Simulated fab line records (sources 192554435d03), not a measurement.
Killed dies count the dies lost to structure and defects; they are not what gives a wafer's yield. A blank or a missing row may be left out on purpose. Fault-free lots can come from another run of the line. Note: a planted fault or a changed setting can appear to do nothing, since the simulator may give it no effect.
Chamber matching || flow n5 finfet || N5_HKMG_FIN_STRIP_90 on rie diel-06 has 4 sister chambers
The step strips SOC in N2/H2, time 20 s. 4 wafers are shown with their chamber, then 10 later ones without.

== WAFERS WITH THEIR CHAMBER ==
{"wafer": "L084.3", "chamber": 2, "drypump motor current A (A)": 5.7}
{"wafer": "L087.5", "chamber": 0, "drypump motor current A (A)": 6.3}
{"wafer": "L088.1", "chamber": 3, "drypump motor current A (A)": 5.4}
{"wafer": "L088.5", "chamber": 1, "drypump motor current A (A)": 6.6}

== WAFERS WITHOUT THEIR CHAMBER ==
{"wafer": "L088.6", "drypump motor current A (A)": 5.7}
{"wafer": "L091.1", "drypump motor current A (A)": 6.1}
{"wafer": "L091.4", "drypump motor current A (A)": 5.4}
{"wafer": "L091.5", "drypump motor current A (A)": 5.4}
{"wafer": "L092.2", "drypump motor current A (A)": 6.6}
{"wafer": "L092.3", "drypump motor current A (A)": 6.2}
{"wafer": "L092.6", "drypump motor current A (A)": 6.2}
{"wafer": "L093.2", "drypump motor current A (A)": 6.5}
{"wafer": "L093.5", "drypump motor current A (A)": 5.7}
{"wafer": "L093.6", "drypump motor current A (A)": 5.4}

== CHAMBER TAKEN BY EACH ==
{"wafer": "L088.6", "from the rows above": 2, "in truth": 2}
{"wafer": "L091.1", "from the rows above": 0, "in truth": 0}
{"wafer": "L091.4", "from the rows above": 3, "in truth": 3}
{"wafer": "L091.5", "from the rows above": 3, "in truth": 3}
{"wafer": "L092.2", "from the rows above": 1, "in truth": 1}
{"wafer": "L092.3", "from the rows above": 0, "in truth": 0}
{"wafer": "L092.6", "from the rows above": 0, "in truth": 0}
{"wafer": "L093.2", "from the rows above": "can't be placed: 1 or 0", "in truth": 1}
{"wafer": "L093.5", "from the rows above": 2, "in truth": 2}
{"wafer": "L093.6", "from the rows above": 3, "in truth": 3}
9 of 10 placed correctly. From these rows, 1 cannot be placed; in 1 the true chamber is one of the candidates. Wrongly placed: 0.
How it was worked out, from the rows above alone: a wafer's distance from a chamber is the root of the sum, over the readings, of the square of ((its reading less the chamber's mean) divided by the reading's scatter). The wafer belongs to the nearest chamber; if the next one is less than 2 further off, it can't be placed. Each chamber's mean is taken over the wafers shown for it. The scatter: with one shown wafer a chamber, the root of the mean of the squares of how far each hidden wafer lies from its nearest shown one.
